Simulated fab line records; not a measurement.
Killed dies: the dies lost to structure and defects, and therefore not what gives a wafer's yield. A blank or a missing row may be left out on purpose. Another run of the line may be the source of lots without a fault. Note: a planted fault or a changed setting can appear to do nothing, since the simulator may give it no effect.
fab line records	flow n5Finfet
record lots=7	wafers=39
route steps=1938 shown PMOS_HMC_CHANNEL_EPI@57 DUMMY_GATE@220 MOL_CONTACT_COAG@542
startH: start of the lot's first displayed wafer, in hours after the record's first day	waitH: time in hours since the lot's previous step	" repeats the value in the row above	L1.1+2: several wafers, shown together as one row	- either no value or no given start	* or withheld: withheld	< > ~ a bound
route shown NAME@n: a module of which the file shows steps, and the number in the route of the first	usual: mean/standard deviation taken from wafers without a fault	same: alike in all rows	chamber/n: place in a boat	sites: per-site readings	_std_site: the values' standard deviation	_edge_site: outer sites' mean less inner sites'	radiusMm: for every site, how far away it sits from the centre of the wafer	mask NAME#n: copy n	behind: the most recent tool/chamber to have shaped the wafer	hold: the reason the lot was held/the length of the hold in hours/how it ended	device: transistor that didn't switch, given as n, p or np	end of line: the route-end tests of the same wafers	step lacking rows: just its recipe	killed: at the first sort, the dies lost to defects and structure; wafer yield is something else	map: a wafer's dies, x killed, . not, _ none there
set.NAME: setting as actually run; set.NAME@STEP: the setting as run at that earlier step	model.NAME: the simulator's own value behind a step, which no gauge read
lots where settings were altered on purpose, with a table for each step and a row for each wafer
## steps
# step N5_PMOS_HMC_CHANNEL_EPI_HM_DEP_34
# recipe material=SiO2	targetThkA=360	tempC=400	precursor=TEOS/O2	pressureTorr=6.5	rfW=900	teosFlowSccm=161.4	gas=O2	flowSccm=2650	timeS=6.9
lot.wafer	tool	chamber	startH	waitH	set.targetThkA	model.SiO2_of_PMOS_HMC_CHANNEL_EPI_HM_DEP_34.thkNm
L077.1	pecvd-03	1	35.25	0.0	360	35.45
L077.2	"	2	"	"	551.1	54.65
L077.3	"	0	"	"	551.1	54.57
L077.4	"	0	"	"	551.1	55.15
L077.5	"	1	"	"	360	35.95
L077.6	"	2	"	"	360	36.69
L079.1	pecvd-01	1	47.74	0.0	298	29.8
L079.2	"	0	"	"	360	36.31
L079.3	"	1	"	"	298	30.49
L079.4	"	0	"	"	360	36.05
L079.5	"	1	"	"	298	30.69
L079.6	"	0	"	"	360	36.66
L082.1	pecvd-03	2	64.99	0.0	423.1	41.26
L082.2	"	0	"	"	423.1	41.47
L082.3	"	1	"	"	423.1	41.53
L082.4	"	1	"	"	360	35.63
L082.5	"	2	"	"	360	35.92
L082.6	"	0	"	"	360	35.51
L089.1	pecvd-03	1	107.50	0.0	360	35.98
L089.2	"	2	"	"	360	35.83
L089.3	"	0	"	"	360	35.68
L089.4	"	1	"	"	360	36.27
L089.5	"	2	"	"	360	36.46
L089.6	"	0	"	"	360	36.13
L090.1	pecvd-01	1	112.99	0.0	360	35.4
L090.2	"	0	"	"	360	34.95
L090.3	"	2	"	"	360	35.3
L090.4	"	2	"	"	360	36.07
L090.5	"	0	"	"	360	35.73
L090.6	"	1	"	"	360	36.11
L091.1	pecvd-03	1	119.97	0.0	360	36.01
L091.2	"	2	"	"	167.8	16.91
L091.3	"	0	"	"	360	36.25
L091.4	"	2	"	"	360	36.77
L091.5	"	1	"	"	167.8	17.37
L091.6	"	0	"	"	167.8	16.94
L093.3	pecvd-01	1	131.86	0.0	360	35.72
L093.4	"	1	"	"	360	35.98
L093.6	"	0	"	"	360	36.1
# step N5_PMOS_HMC_CHANNEL_EPI_COAT_31
# recipe resist=BARC	tempC=205	timeS=60	spinRpm=1500	resistThkNm=66
# step N5_PMOS_HMC_CHANNEL_EPI_COAT_03
# recipe resist=CAR-ArF-block	spinRpm=1500	resistThkNm=205
# step N5_PMOS_HMC_CHANNEL_EPI_STRIP_33
# recipe chemistry=N2/H2	powerW=500	tempC=40	pressureMtorr=50	rfFrequencyHz=6e+07	overashFraction=0.3	biasPowerW=8	h2Frac=0.5	n2FlowSccm=300	h2FlowSccm=300
# step N5_PMOS_HMC_CHANNEL_EPI_STRIP_17
# recipe chemistry=SPM	timeS=750	tempC=130	h2so4H2o2VolRatio=4	dry=ipaMarangoni
# step N5_PMOS_HMC_CHANNEL_EPI_ETCH_38
# recipe chemistry=CF4	target=SiO2	targetDepthA=15	ionEnergyEv=350	pressureMtorr=10	icpW=800	biasW=400	cf4FlowSccm=80
lot.wafer	tool	chamber	startH	waitH	set.targetThkA@PMOS_HMC_CHANNEL_EPI_HM_DEP_34	model.SiO2_of_PMOS_HMC_CHANNEL_EPI_HM_DEP_34.thkNm
L077.1	rieSi-03	3	36.11	0.0	360	33.9
L077.2	"	1	"	"	551.1	53.14
L077.3	"	2	"	"	551.1	53.08
L077.4	"	0	"	"	551.1	53.69
L077.5	"	1	"	"	360	34.44
L077.6	"	2	"	"	360	35.19
L079.1	rieSi-04	1	48.68	0.0	298	28.28
L079.2	"	3	"	"	360	34.82
L079.3	"	2	"	"	298	28.99
L079.4	"	0	"	"	360	34.57
L079.5	"	3	"	"	298	29.2
L079.6	"	2	"	"	360	35.14
L082.1	rieSi-04	0	65.80	0.0	423.1	39.72
L082.2	"	2	"	"	423.1	39.96
L082.3	"	3	"	"	423.1	40.03
L082.4	"	1	"	"	360	34.11
L082.5	"	0	"	"	360	34.39
L082.6	"	1	"	"	360	34
L089.1	rieSi-04	2	108.30	0.0	360	34.5
L089.2	"	1	"	"	360	34.33
L089.3	"	0	"	"	360	34.19
L089.4	"	3	"	"	360	34.76
L089.5	"	2	"	"	360	34.96
L089.6	"	1	"	"	360	34.63
L090.1	rieSi-04	2	113.80	0.0	360	33.91
L090.2	"	0	"	"	360	33.46
L090.3	"	1	"	"	360	33.78
L090.4	"	3	"	"	360	34.57
L090.5	"	3	"	"	360	34.23
L090.6	"	2	"	"	360	34.58
L091.1	rieSi-04	1	120.78	0.0	360	34.5
L091.2	"	3	"	"	167.8	15.41
L091.3	"	2	"	"	360	34.72
L091.4	"	0	"	"	360	35.28
L091.5	"	1	"	"	167.8	15.87
L091.6	"	2	"	"	167.8	15.44
L093.3	rieSi-04	3	132.96	0.0	360	34.22
L093.4	"	1	"	"	360	34.47
L093.6	"	1	"	"	360	34.59
# step N5_DUMMY_GATE_HM_DEP_06
# recipe material=SiNx	targetThkA=800	precursor=DCS/NH3	tempC=700	pressureMtorr=300	timeS=5141
lot.wafer	tool	chamber	startH	waitH	set.targetThkA	model.SiNx_of_DUMMY_GATE_HM_DEP_06.thkNm
L077.1+4	-	-	-	0.0	580.6	57.6
L077.2	"	-	"	"	580.6	57
L077.3+6	"	-	"	"	580.6	57.4
L077.5	"	-	"	"	580.6	58.2
L079.1+4+5	-	-	-	0.0	618.5	62.4
L079.2	"	-	"	"	618.5	62
L079.3	"	-	"	"	618.5	62.8
L079.6	"	-	"	"	618.5	61.8
L082.1+6	-	-	-	0.0	800	80.8
L082.2	"	-	"	"	800	81.2
L082.3+4	"	-	"	"	800	80.6
L082.5	"	-	"	"	800	80.2
L089.1+3+6	-	-	-	0.0	800	78.4
L089.2	"	-	"	"	800	78
L089.4	"	-	"	"	800	79
L089.5	"	-	"	"	800	78.6
L090.1+4	-	-	-	0.0	800	78.2
L090.2+6	"	-	"	"	800	78.4
L090.3+5	"	-	"	"	800	79.2
L091.1+5	-	-	-	0.0	1238	124.4
L091.2+3+6	"	-	"	"	1238	124.2
L091.4	"	-	"	"	1238	124
L093.3+4+6	lpcvd-01	1/75,1/79,1/89	157.74	0.0	800	79.8
# step N5_MOL_CONTACT_COAG_PRECLEAN_111
# recipe chemistry=NF3:NH3	afsCycles=1	tempC=30	timeS=20	sublimationTempC=180	sublimationTimeS=60	pressureTorr=3	rfPowerW=30
lot.wafer	tool	chamber	startH	waitH	set.timeS	model.SiNx_of_SPACER0_ALD_07.thkNm	model.SiNx_of_GATE_CUT_SAC_CAP_01.thkNm
L077.1+5	remotePlasma-01	1	116.82	0.2	20	1.2	20.4
L077.2+4+6	"	1	"	"	12.91	1.4	20.6
L077.3	"	1	"	"	20	1	20.4
L079.1+2+3	remotePlasma-01	0	125.87	0.2	20	1	20.2
L079.4+5	"	0	"	"	16.03	1.2	20.4
L079.6	"	0	"	"	16.03	1.2	20.6
L082.1+2	remotePlasma-02	0	138.09	0.3	8.146	1.6	20.6
L082.3	"	0	"	"	20	1	20.2
L082.4	"	0	"	"	8.146	1.6	20.8
L082.5+6	"	0	"	"	20	1.2	20.2
L089.1+2+3	remotePlasma-02	0	180.94	0.3	26.8	0.8	20
L089.4	"	0	"	"	20	1	20.4
L089.5+6	"	0	"	"	20	1.2	20.2
L090.1+5+6	remotePlasma-01	1	186.73	3.3	30.4	0.8	20
L090.2	"	1	"	"	20	1.2	20.4
L090.3+4	"	1	"	"	20	1.2	20.2
L091.1+2+3+4+5+6	remotePlasma-01	1	194.67	0.2	20	1.2	20.4
L093.3+4+6	remotePlasma-01	1	207.59	1.3	20	1	20.4
# step N5_MOL_CONTACT_COAG_TI_SIL_19
# recipe material=Ti	targetThkA=42	tempC=200	chamberPressurePa=5	powerW=5000	timeS=15
# step N5_MOL_CONTACT_COAG_ALD_20
# recipe material=TiN	targetThkA=15	tempC=400	aldPrecursorFamily=TiCl4	aldCoReactant=NH3	pulseTimeS=1	purgeTimeS=3	coReactantPurgeTimeS=2	coReactantPulseTimeS=2	aldCycles=68	pressureTorr=3
# step N5_MOL_CONTACT_COAG_PRECLEAN_125
# recipe chemistry=DIW	timeS=57.5	tempC=23
# step N5_MOL_CONTACT_COAG_SRD_126
# recipe dryTimeS=32	dry=n2Spin	spinRpm=1500
# step N5_MOL_CONTACT_COAG_CMP_23
# recipe stopOn=SiO2	tOverpolishS=1.5	postCmpClean=cuAlkaline	downForcePsi=2	platenRpm=50.289	padVelocityMS=1.0006	targetThkNm=0
lot.wafer	tool	chamber	startH	waitH	set.timeS@MOL_CONTACT_COAG_PRECLEAN_111	model.SiNx_of_GATE_CUT_SAC_CAP_01.thkNm
L077.2+4	cmp-03	2,1	122.40	0.0	12.91	18.4
L077.1+3+5	"	3,0,3	"	"	20	18.2
L077.6	"	2	"	"	12.91	18.6
L079.4+6+5	cmp-02	2,2,3	131.45	0.0	16.03	18.4
L079.2+3+1	"	3,0,1	"	"	20	18.2
L082.2+1+4	cmp-04	2,0,1	145.00	0.0	8.146	18.6
L082.3+6	"	3,2	"	"	20	18
L082.5	"	3	"	"	20	18.2
L089.1+3+2	cmp-02	3,0,2	187.30	0.0	26.8	18
L089.4	"	1	"	"	20	18.4
L089.5+6	"	3,0	"	"	20	18.2
L090.1	cmp-02	3	191.65	0.0	30.4	17.8
L090.4+3	"	0,2	"	"	20	18.2
L090.2	"	1	"	"	20	18.4
L090.6+5	"	3,0	"	"	30.4	18
L091.3+5+6	cmp-03	1,1,2	197.75	0.2	20	18.2
L091.2+1+4	"	2,3,0	"	"	20	18.4
L093.4+3+6	cmp-04	3,0,0	211.56	0.0	20	18.2
# step N5_MOL_CONTACT_COAG_WET_ETCH_26
# recipe target=Co	targetDepthNm=13
# step N5_MOL_CONTACT_COAG_WET_ETCH_116
# recipe chemistry=SC1-inhibited	targetDepthNm=4.6	dry=ipaMarangoni	rinseTimeS=30	rinseTempC=23
lot.wafer	tool	chamber	startH	waitH	set.timeS@MOL_CONTACT_COAG_PRECLEAN_111	model.SiNx_of_GATE_CUT_SAC_CAP_01.thkNm
L077.1+3+5	wetBench-01	0,3,2	122.90	0.0	20	18.2
L077.2+4+6	"	1,4,7	"	"	12.91	18.4
L079.1+3	wetBench-03	7,6	131.95	0.0	20	18
L079.2	"	1	"	"	20	18.2
L079.4+6	"	0,5	"	"	16.03	18.4
L079.5	"	4	"	"	16.03	18.2
L082.1+2	wetBench-06	1,6	145.53	0.0	8.146	18.4
L082.3+5+6	"	7,0,5	"	"	20	18
L082.4	"	4	"	"	8.146	18.6
L089.1+3	wetBench-03	2,3	187.80	0.0	26.8	17.8
L089.2	"	4	"	"	26.8	18
L089.4+5+6	"	7,0,1	"	"	20	18.2
L090.1+5+6	wetBench-01	0,5,3	192.15	0.0	30.4	17.8
L090.2+3	"	4,7	"	"	20	18.2
L090.4	"	6	"	"	20	18
L091.1+2+3+5+6	wetBench-03	1,0,5,4,6	198.25	0.0	20	18.2
L091.4	"	7	"	"	20	18.4
L093.3+4+6	wetBench-06	0,4,1	212.06	0.0	20	18.2
# step N5_MOL_CONTACT_COAG_ALD_27
# recipe material=SiOC	targetThkA=170	tempC=400	aldPrecursorFamily=carbosiloxane	aldCoReactant=H2-plasma	pulseTimeS=1.5	timeS=2720	purgeTimeS=2	coReactantPurgeTimeS=2	aldCycles=340	pressureTorr=2
# step N5_MOL_CONTACT_COAG_CMP_28
# recipe stopOn=SiNx	tOverpolishS=0.85	postCmpClean=alkalineBrush	downForcePsi=4.15	platenRpm=51.8	padVelocityMS=1.0307	targetThkNm=14.522
lot.wafer	tool	chamber	startH	waitH	set.timeS@MOL_CONTACT_COAG_PRECLEAN_111	model.SiNx_of_GATE_CUT_SAC_CAP_01.thkNm
L077.4+2	cmp-04	3,1	124.80	0.8	12.91	18
L077.1+3+5	"	0,2,0	"	"	20	18
L077.6	"	3	"	"	12.91	18.2
L079.4+6+5	cmp-02	2,2,3	133.95	0.8	16.03	18
L079.2+1+3	"	3,0,1	"	"	20	17.8
L082.3+6+5	cmp-02	0,0,1	147.42	0.8	20	17.8
L082.4+2+1	"	1,2,3	"	"	8.146	18.2
L089.1+2+3	cmp-02	1,2,0	189.71	0.8	26.8	17.6
L089.4	"	3	"	"	20	18
L089.5+6	"	1,2	"	"	20	17.8
L090.4+3	cmp-02	0,2	195.03	0.2	20	17.8
L090.2	"	1	"	"	20	18
L090.1+6+5	"	3,0,1	"	"	30.4	17.6
L091.4+2+3+1+6+5	cmp-03	3,0,1,2,3,0	200.44	0.8	20	18
L093.4+3+6	cmp-04	2,3,1	213.98	0.8	20	18
# step N5_MOL_CONTACT_COAG_THK_MEAS_29
# recipe reads=SiNx_of_GATE_CUT_PECVD_57+SiNx_of_GATE_CUT_SAC_CAP_01
# usual MD_CAP_THK=17.91/0.08
lot.wafer	tool	chamber	startH	waitH	set.timeS@MOL_CONTACT_COAG_PRECLEAN_111	MD_CAP_THK[nm]
L077.1	filmMetro-02	-	125.09	-	20	17.94
L077.2	"	-	"	"	12.91	18.09
L077.3	"	-	"	"	20	17.91
L077.4	"	-	"	"	12.91	18.11
L077.5	"	-	"	"	20	17.99
L077.6	"	-	"	"	12.91	18.23
L079.1	filmMetro-02	-	134.24	-	20	17.76
L079.2	"	-	"	"	20	17.84
L079.3	"	-	"	"	20	17.80
L079.4	"	-	"	"	16.03	18.00
L079.5	"	-	"	"	16.03	18.03
L079.6	"	-	"	"	16.03	18.12
L082.1	filmMetro-01	-	147.71	-	8.146	18.25
L082.2	"	-	"	"	8.146	18.18
L082.3	"	-	"	"	20	17.75
L082.4	"	-	"	"	8.146	18.25
L082.5	"	-	"	"	20	17.82
L082.6	"	-	"	"	20	17.70
L089.1	filmMetro-02	-	190.01	-	26.8	17.62
L089.2	"	-	"	"	26.8	17.67
L089.3	"	-	"	"	26.8	17.64
L089.4	"	-	"	"	20	18.00
L089.5	"	-	"	"	20	17.92
L089.6	"	-	"	"	20	17.85
L090.1	filmMetro-01	-	195.32	-	30.4	17.56
L090.2	"	-	"	"	20	17.95
L090.3	"	-	"	"	20	17.84
L090.4	"	-	"	"	20	17.78
L090.5	"	-	"	"	30.4	17.63
L090.6	"	-	"	"	30.4	17.56
L091.1	filmMetro-02	-	200.74	-	20	17.94
L091.2	"	-	"	"	20	18.03
L091.3	"	-	"	"	20	17.90
L091.4	"	-	"	"	20	18.06
L091.5	"	-	"	"	20	17.88
L091.6	"	-	"	"	20	17.94
L093.3	filmMetro-02	-	214.24	-	20	17.89
L093.4	"	-	"	"	20	18.00
L093.6	"	-	"	"	20	17.98
# step N5_MOL_CONTACT_COAG_ALD_123
# recipe material=SiNx	targetThkA=50	tempC=400	aldPrecursorFamily=SiH2I2	aldCoReactant=N2/H2-plasma	pulseTimeS=1	purgeTimeS=2	coReactantPurgeTimeS=2	aldCycles=100	pressureTorr=2
# step N5_MOL_CONTACT_COAG_PECVD_31
# recipe material=SiO2	targetThkA=460	tempC=400	precursor=TEOS/O2	pressureTorr=6.5	rfW=withheld	teosFlowSccm=withheld	gas=O2	flowSccm=2650	timeS=8.9
# step N5_MOL_CONTACT_COAG_VIA_ETCH_46
# recipe chemistry=C4F6/O2	targetDepthA=460	overetchA=92	maskMaterial=SOC	target=SiO2	biasW=455	pressureMtorr=10	timeS=40	sourceW=325	Ar_flow_sccm=300	C4F6_flow_sccm=10	O2_flow_sccm=10	ionEnergyEv=575.3	ends=endPoint
# step N5_MOL_CONTACT_COAG_STRIP_96
# recipe chemistry=N2/H2	powerW=500	tempC=40	pressureMtorr=50	rfFrequencyHz=6e+07	overashFraction=0.3	biasPowerW=28	h2Frac=0.5	n2FlowSccm=300	h2FlowSccm=300
# step N5_MOL_CONTACT_COAG_ETCH_47
# recipe chemistry=CH3F/O2	target=SiNx	targetDepthA=270	maskMaterial=SiO2	stopOn=W	overEtchFrac=0.2	ionEnergyEv=120	endpoint=OES-CN	pressureMtorr=30	sourceW=395	biasW=73	Ar_flow_sccm=150	CH3F_flow_sccm=30	O2_flow_sccm=20	ends=endPoint
lot.wafer	tool	chamber	startH	waitH	set.timeS@MOL_CONTACT_COAG_PRECLEAN_111	model.etch.depthNm	model.MOL_CONTACT_COAG.featureDepthNm
L077.1	rieDiel-03	3	127.43	0.0	20	17.95	18.6
L077.2	"	0	"	"	12.91	18.08	18.6
L077.3	"	1	"	"	20	17.93	18.6
L077.4	"	2	"	"	12.91	18.1	18.6
L077.5	"	3	"	"	20	17.96	18.6
L077.6	"	2	"	"	12.91	18.22	18.8
L079.1	rieDiel-03	2	136.03	0.0	20	17.83	18.4
L079.2	"	3	"	"	20	17.88	18.4
L079.3	"	0	"	"	20	17.82	18.4
L079.4	"	1	"	"	16.03	18.04	18.6
L079.5	"	0	"	"	16.03	18.03	18.6
L079.6	"	1	"	"	16.03	18.1	18.6
L082.1	rieDiel-06	0	150.36	0.0	8.146	18.22	18.8
L082.2	"	1	"	"	8.146	18.19	18.8
L082.3+6	"	3,0	"	"	20	17.73	18.4
L082.4	"	2	"	"	8.146	18.28	18.8
L082.5	"	1	"	"	20	17.8	18.4
L089.1	rieDiel-06	1	192.94	0.0	26.8	17.62	18.2
L089.2	"	0	"	"	26.8	17.69	18.2
L089.3	"	2	"	"	26.8	17.59	18.2
L089.4	"	3	"	"	20	17.97	18.6
L089.5+6	"	3,0	"	"	20	17.88	18.4
L090.1	rieDiel-06	0	197.04	0.0	30.4	17.57	18.2
L090.2	"	3	"	"	20	17.97	18.6
L090.3	"	2	"	"	20	17.86	18.4
L090.4	"	1	"	"	20	17.8	18.4
L090.5	"	3	"	"	30.4	17.61	18.2
L090.6	"	2	"	"	30.4	17.59	18.2
L091.1	rieDiel-06	1	202.47	0.0	20	17.99	18.6
L091.2	"	0	"	"	20	18.02	18.6
L091.3	"	3	"	"	20	17.93	18.6
L091.4	"	2	"	"	20	18.04	18.6
L091.5	"	3	"	"	20	17.9	18.6
L091.6	"	0	"	"	20	17.91	18.4
L093.3	rieDiel-03	1	215.88	0.0	20	17.94	18.6
L093.4	"	0	"	"	20	17.95	18.6
L093.6	"	2	"	"	20	17.92	18.6
## key
split step=N5_PMOS_HMC_CHANNEL_EPI_HM_DEP_34	setting=targetThkA	stated=360	by=wafer
response step=N5_PMOS_HMC_CHANNEL_EPI_HM_DEP_34	reading=model.SiO2_of_PMOS_HMC_CHANNEL_EPI_HM_DEP_34.thkNm	change=+0.355	per=1%	r=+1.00
response step=N5_PMOS_HMC_CHANNEL_EPI_ETCH_38	reading=model.SiO2_of_PMOS_HMC_CHANNEL_EPI_HM_DEP_34.thkNm	change=+0.356	per=1%	r=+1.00
split step=N5_DUMMY_GATE_HM_DEP_06	setting=targetThkA	stated=800	by=lot
response step=N5_DUMMY_GATE_HM_DEP_06	reading=model.SiNx_of_DUMMY_GATE_HM_DEP_06.thkNm	change=+0.807	per=1%	r=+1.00
split step=N5_MOL_CONTACT_COAG_PRECLEAN_111	setting=timeS	stated=20	by=wafer
response step=N5_MOL_CONTACT_COAG_PRECLEAN_111	reading=model.SiNx_of_SPACER0_ALD_07.thkNm	change=-0.00811	per=1%	r=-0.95
response step=N5_MOL_CONTACT_COAG_PRECLEAN_111	reading=model.SiNx_of_GATE_CUT_SAC_CAP_01.thkNm	change=-0.00698	per=1%	r=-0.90
response step=N5_MOL_CONTACT_COAG_CMP_23	reading=model.SiNx_of_GATE_CUT_SAC_CAP_01.thkNm	change=-0.00792	per=1%	r=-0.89
response step=N5_MOL_CONTACT_COAG_WET_ETCH_116	reading=model.SiNx_of_GATE_CUT_SAC_CAP_01.thkNm	change=-0.00761	per=1%	r=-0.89
response step=N5_MOL_CONTACT_COAG_CMP_28	reading=model.SiNx_of_GATE_CUT_SAC_CAP_01.thkNm	change=-0.00587	per=1%	r=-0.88
response step=N5_MOL_CONTACT_COAG_THK_MEAS_29	reading=MD_CAP_THK	change=-0.00709	per=1%	r=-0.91
response step=N5_MOL_CONTACT_COAG_ETCH_47	reading=model.etch.depthNm	change=-0.00706	per=1%	r=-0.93
response step=N5_MOL_CONTACT_COAG_ETCH_47	reading=model.MOL_CONTACT_COAG.featureDepthNm	change=-0.00587	per=1%	r=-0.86
